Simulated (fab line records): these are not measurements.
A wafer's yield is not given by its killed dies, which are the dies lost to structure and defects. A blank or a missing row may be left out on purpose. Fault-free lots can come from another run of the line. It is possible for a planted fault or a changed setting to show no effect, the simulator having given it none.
One fault seen from 2 desks / flow n5-finfet / every desk sees just its own numbers, and what lay behind them comes last

## THE METROLOGY DESK
Lot by lot, what the gauges showed, no matter which tool ran the lot: averages of those sampled wafers that carry a number. A lot is out of limits, marked OUT, if its mean lies more than 4 standard deviations from the usual mean; the brackets give that distance. Shown here are 7 of its 10 readings, the ones lying furthest out on some lot.
Columns: A = DIBL_P at N5_BEOL_M4_RC_MEAS_101, usual 36.0 mV/V; B = ION_N at N5_BEOL_M4_RC_MEAS_101, usual 675 uA/um; C = ION_P at N5_BEOL_M4_RC_MEAS_101, usual 464 uA/um; D = SS_N at N5_BEOL_M4_RC_MEAS_101, usual 71.5 mV/dec; E = SS_P at N5_BEOL_M4_RC_MEAS_101, usual 73.3 mV/dec; F = VT_N at N5_BEOL_M4_RC_MEAS_101, usual 250 mV; G = VT_P at N5_BEOL_M4_RC_MEAS_101, usual -250 mV
lot=L716; first seen here=day 13 01:22; A=38.7; B=690; C=465; D=71.7; E=73.7; F=248; G=-254
lot=L712; first seen here=day 13 07:27; A=37.0; B=684; C=471; D=71.7; E=74.2; F=247; G=-247
lot=L715; first seen here=day 14 08:52; A=37.0; B=668; C=459; D=71.9; E=73.7; F=250; G=-250
lot=L708; first seen here=day 14 14:39; A=35.5; B=680; C=467; D=71.9; E=72.8; F=248; G=-248
This desk's finding: nothing out of limits on any of the 4 lots.

## FOR THE TOOL OWNER'S DESK: litho-track-05
The tool's own readings at N5_FIN_CUT_COAT_18 (time 60 s, resist thk 230 nm): means of the sampled wafers that have a number, for each lot that ran on this tool. A lot is out of limits, marked OUT, if its mean lies more than 4 standard deviations from the usual mean; the brackets give that distance.
Columns: A = heater-power-total-W at N5_FIN_CUT_COAT_18, usual 500.5 W; B = plate-temp-C at N5_FIN_CUT_COAT_18, usual 249.95 C
lot=L708; first seen here=day 5 06:35; A=499.6; B=249.96
lot=L712; first seen here=day 6 02:28; A=397.3 (-61) OUT; B=207.10 (-99 or more) OUT
lot=L715; first seen here=day 6 21:16; A=397.6 (-61) OUT; B=207.45 (-99 or more) OUT
Finding of this desk: L712, L715 out of limits; the first was L712 at day 6 02:28, on heater-power-total-W at N5_FIN_CUT_COAT_18. L708 stayed within limits.

## TAKEN TOGETHER
An alarm could have come from the tool owner's desk at day 6 02:28, on L712, L715.
From the metrology desk's view, nothing was out of limits.
The metrology desk has L712, L715 on record, within its limits.
The lots listed all ran N5_FIN_CUT_COAT_18 on litho-track-05.

## WHAT THE SIMULATOR PUT IN
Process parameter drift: litho-track-05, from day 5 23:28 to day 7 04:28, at N5_FIN_CUT_COAT_18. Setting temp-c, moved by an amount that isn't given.
Struck lots among those shown: L712, L715.
Time in hours from fault onset to the first out-of-limits reading at each desk: the tool owner's desk, 3.
